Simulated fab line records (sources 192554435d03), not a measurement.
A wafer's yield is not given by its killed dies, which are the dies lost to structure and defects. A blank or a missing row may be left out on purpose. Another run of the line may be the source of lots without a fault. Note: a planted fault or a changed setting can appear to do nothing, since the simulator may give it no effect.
Struck lot and sound lot, side by side | flow n5 finfet | 32 out of 1938 route steps
Sound: the wafers L420.1, L420.2, L420.5. Wafers struck: L431.1, L431.2, L431.3. The cause is given at the end.
For every step that has rows: the tool of each side, followed by ch and its chambers, followed by its first start. Under that, the readings that differ: sound wafers | struck wafers | difference of the means | sigmas: that difference in standard deviations of wafers without a fault.
alike: same words and numbers on both sides, and readings whose means sit less than 2 such deviations apart. not compared: any withheld reading, any reading some wafer has no value for, any bound like >300 that may hide the same value, and any number with overlapping values for which the record gives no deviation.
Wherever a step has rows on one side only, a row that says differs or no value, or a row with sigmas, the two part there. Non-overlapping numbers with no deviation appear without sigmas and do not part them. A reading missing from all wafers of one side parts the sides only when that side holds two or more wafers.

first, 9 steps without rows for these wafers: N5_SD_EPI_P_COAT_35 (time 60 s, resist thk 35 nm); N5_SD_EPI_P_COAT_03 (resist thk 150 nm); N5_SD_EPI_P_EBR_05; N5_SD_EPI_P_SOFTBAKE_04 (time 60 s); N5_SD_EPI_P_EXPOSE_06 (exposes mask SD P BLK, target cd 240 nm); N5_SD_EPI_P_PEB_07 (peb time 60 s); N5_SD_EPI_P_DEVELOP_08 (develop time 30 s); N5_SD_EPI_P_DESCUM_14 (chemistry O2, time 7.9 s); N5_SD_EPI_P_ETCH_36 (etches SiARC in CF4, target depth 45.5 nm, time 75.8 s).
N5_SD_EPI_P_ETCH_37: etches SOC in N2/H2, overetch 108 nm, time 486 s.
  sound on rie diel-03 ch 0,2,3, day 5 09:49; struck on rie diel-03 ch 0,2,3, day 8 05:05
  alike: drypump motor current A, oes product au, rf vpp V, showerhead plenum p Torr, throttle valve pct
  not compared: rf hours counter h
then, 19 steps without rows for these wafers: N5_SD_EPI_P_STRIP_38 (strips in N2/H2); N5_SD_EPI_P_ETCHBACK_46 (etches SiNx in CH3F/O2, stops on SiO2, target depth 17.5 nm); N5_SD_EPI_P_ETCH_47 (etches SiOCN in CH3F/O2, target depth 25 nm); N5_SD_EPI_P_ETCH_16 (etches SiO2 in CHF3/O2, target depth 5 nm); N5_SD_EPI_P_STRIP_50 (strips in CHF3/O2); N5_SD_EPI_P_SD_RECESS_17 (chemistry HBr/Cl2/O2, target depth 39.1 nm, bt time 3 s); N5_SD_EPI_P_WET_ETCH_45 (etches SiO2 in dHF, time 10.7 s, target depth 2 nm, rinse time 30 s); N5_SD_EPI_P_STRIP_40 (strips in N2/H2); N5_SD_EPI_P_PRECLEAN_52 (cleans in O3/DIW, time 60 s); N5_SD_EPI_P_SRD_20 (time 30 s); N5_SD_EPI_P_PRECLEAN_51 (cleans in NF3:NH3, afs cycles 1, time 20 s, sublimation time 60 s); N5_SD_EPI_P_VAPOR_ETCH_44 (etches SiGe30 in NF3/Ar, time 3.3 s); N5_SD_EPI_P_EPI_21 (deposits SiGe:B, time 355 s); N5_SD_EPI_P_HM_STRIP_48 (strips SiNx in H3PO4, material SiNx, target depth 3 nm); N5_SD_EPI_P_SRD_49 (time 30 s); N5_SD_EPI_P_PRECLEAN_24 (cleans in O3/DIW, time 45 s); N5_SD_EPI_P_PRECLEAN_32 (cleans in dHF, time 10 s); N5_SD_EPI_P_PRECLEAN_33 (cleans in SC2, time 45 s); N5_SD_EPI_P_SRD_25 (time 30 s).
N5_SD_EPI_P_INSPECT_26: inspects for defects (darkfield).
  struck on defect inspect-02, day 8 09:34; sound on defect inspect-02, day 5 13:26
  reading          | sound       | struck       | difference | sigmas
  raw defect count | 183 166 155 | 970 1024 943 | +811       | +23
then, 1 step without rows for these wafers: N5_SD_ACTIVATION_RTA_00 (time 0 s).
-- a jump in the record: the struck wafers' starts before and after are 10 days apart (it breaks off in module SD_ACTIVATION and resumes in module PASSIVATION, where the first step shown is number 1936 of the route) --
N5_PASSIVATION_PROBE_49:
  struck on prober-01, day 17 22:20; sound on prober-01, day 14 18:01
  reading             | sound       | struck      | difference | sigmas
  killed at front end | 40 37 53    | 77 137 92   | +59        | +5
  killed dies         | 115 104 126 | 140 187 154 | +45        | +3
  killed on rim       | 15 11 18    | 27 28 26    | +12        | +3
  alike: killed_at_M0_to_M3, killed_at_M4_up, killed at contacts, killed at other, killed open, killed short

WHERE THEY PART
Earliest at N5_SD_EPI_P_INSPECT_26; latest, in this record, at N5_PASSIVATION_PROBE_49.

WHY: what had been put in by the simulator
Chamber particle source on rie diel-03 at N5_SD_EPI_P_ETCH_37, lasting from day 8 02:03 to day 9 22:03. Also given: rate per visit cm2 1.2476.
